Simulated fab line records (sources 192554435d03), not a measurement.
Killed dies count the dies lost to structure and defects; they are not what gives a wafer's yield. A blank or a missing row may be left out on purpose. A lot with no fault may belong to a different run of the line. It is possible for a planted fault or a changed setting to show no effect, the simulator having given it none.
Matching of chambers ; flow n5 finfet ; rie diel-03 running N5_PMOS_HMC_CHANNEL_EPI_ETCH_32: 4 sister chambers
The step etches BARC in N2/H2, stops on SiO2, target depth 85.8 nm, time 50.3 s. 8 wafers are shown with their chamber, then 9 later ones without.

WAFERS WITH THEIR CHAMBER
wafer;chamber;showerhead plenum p Torr (Torr);throttle valve pct (%)
L080.3;3;2.66;18.02
L080.6;1;2.54;17.77
L081.1;0;2.49;17.82
L081.4;2;2.61;17.69
L081.6;0;2.49;17.79
L084.1;3;2.65;18.03
L084.5;1;2.54;17.79
L084.6;2;2.61;17.70

WAFERS WITHOUT THEIR CHAMBER
wafer;showerhead plenum p Torr (Torr);throttle valve pct (%)
L085.2;2.61;17.71
L085.3;2.65;18.05
L085.5;2.65;18.04
L091.1;2.53;17.82
L091.2;2.60;17.72
L091.5;2.53;17.81
L092.1;2.65;18.06
L092.2;2.60;17.74
L092.3;2.49;17.85

WHICH CHAMBER EACH ONE RAN IN
wafer;from the rows above;in truth
L085.2;2;2
L085.3;3;3
L085.5;3;3
L091.1;1;1
L091.2;2;2
L091.5;1;1
L092.1;3;3
L092.2;2;2
L092.3;0;0
Correct placement for 9 of the 9. Left unplaced by these rows: 0. Placed wrongly: 0.
How it was worked out, from the rows above alone: a wafer's distance from a chamber is the root of the sum, over the readings, of the square of ((its reading less the chamber's mean) divided by the reading's scatter). If the next closest chamber is less than 2 further off than the closest, the wafer can't be placed; otherwise it belongs to the closest. A chamber's mean is the mean of its shown wafers. How the scatter is found: for the shown wafers, subtract from each reading the mean of its chamber, square and add these, divide the total by (wafers less chambers), then take the root.
